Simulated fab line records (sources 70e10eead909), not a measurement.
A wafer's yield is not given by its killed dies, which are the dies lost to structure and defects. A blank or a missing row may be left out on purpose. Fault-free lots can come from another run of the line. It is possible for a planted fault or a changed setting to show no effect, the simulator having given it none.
Which of the tools did it? / flow nand-harc / at 1 step of a route of 1159, 24 lots with 72 wafers sampled

## WHAT THE GAUGES READ, wafer by wafer
NHARC_A_SGD_CUT_CD_MEAS_09: the cd target is 100 nm. Usual: cd-nm 100.0 nm, standard deviation 0.46.
lot=L074; measured=day 13 19:37; on=cd-sem-01; cd-nm (nm)=100.1 99.6 100.1; flag=
lot=L077; measured=day 14 12:52; on=cd-sem-03; cd-nm (nm)=100.0 100.7 99.8; flag=
lot=L075; measured=day 14 12:56; on=cd-sem-01; cd-nm (nm)=100.2 100.3 100.4; flag=
lot=L076; measured=day 14 19:30; on=cd-sem-03; cd-nm (nm)=99.4 99.7 99.0; flag=
lot=L079; measured=day 14 19:32; on=cd-sem-02; cd-nm (nm)=100.3 100.4 100.3; flag=
lot=L078; measured=day 15 00:43; on=cd-sem-03; cd-nm (nm)=100.3 100.0 99.6; flag=
lot=L080; measured=day 15 01:03; on=cd-sem-02; cd-nm (nm)=100.3 99.7 100.1; flag=
lot=L081; measured=day 15 07:52; on=cd-sem-03; cd-nm (nm)=99.9 99.9 99.9; flag=
lot=L083; measured=day 15 23:52; on=cd-sem-03; cd-nm (nm)=98.9 99.5 99.5; flag=
lot=L082; measured=day 16 00:14; on=cd-sem-03; cd-nm (nm)=100.1 101.4 100.5; flag=
lot=L085; measured=day 16 13:25; on=cd-sem-02; cd-nm (nm)=99.3 100.1 100.6; flag=
lot=L084; measured=day 16 13:34; on=cd-sem-03; cd-nm (nm)=100.5 100.7 100.3; flag=
lot=L087; measured=day 17 02:08; on=cd-sem-02; cd-nm (nm)=100.4 100.8 100.9; flag=
lot=L086; measured=day 17 02:17; on=cd-sem-01; cd-nm (nm)=100.4 100.2 99.9; flag=
lot=L088; measured=day 17 03:08; on=cd-sem-02; cd-nm (nm)=99.3 100.2 99.4; flag=
lot=L090; measured=day 17 12:40; on=cd-sem-02; cd-nm (nm)=99.5 100.0 99.9; flag=
lot=L089; measured=day 17 12:50; on=cd-sem-02; cd-nm (nm)=99.4 100.1 99.9; flag=
lot=L092; measured=day 18 02:47; on=cd-sem-02; cd-nm (nm)=100.0 100.2 99.3; flag=
lot=L091; measured=day 18 02:57; on=cd-sem-02; cd-nm (nm)=99.5 100.0 99.9; flag=
lot=L093; measured=day 18 05:37; on=cd-sem-01; cd-nm (nm)=100.4 100.4 100.6; flag=
lot=L097; measured=day 18 23:10; on=cd-sem-03; cd-nm (nm)=99.2 99.5 99.6; flag=
lot=L095; measured=day 18 23:37; on=cd-sem-03; cd-nm (nm)=100.2 99.9 100.0; flag=
lot=L094; measured=day 18 23:47; on=cd-sem-03; cd-nm (nm)=99.5 99.6 99.7; flag=
lot=L096; measured=day 19 11:20; on=cd-sem-03; cd-nm (nm)=100.2 100.0 100.7; flag=

## WHICH TOOL RAN EACH LOT (tool, then ch and the chambers of the sampled wafers, then the start)
Before these readings, the record contains no process step.

## AS READ BY THE TOOLS THEMSELVES (means over the sampled wafers that have a number; for cases with no such wafer, the mark the record gives instead)
The record holds no such reading with a usual standard deviation.

## THE ANSWER, worked out from the rows above alone
Rule: a lot is off if the mean of its wafers that have a number lies more than 3 standard deviations from the usual mean. Also off: a lot with no number at a reading for which 4 or more lots have one. The other lots that the step has rows for count as sound. First the gauges in route order, then the tools' own readings, where a lot's mean is used as printed above. At the first step where some lot is off, the reading lying furthest off is the one used; lots without a number count as furthest.
Nothing can be told from this: no lot is off at any reading shown.

## WHAT THE SIMULATOR PUT IN
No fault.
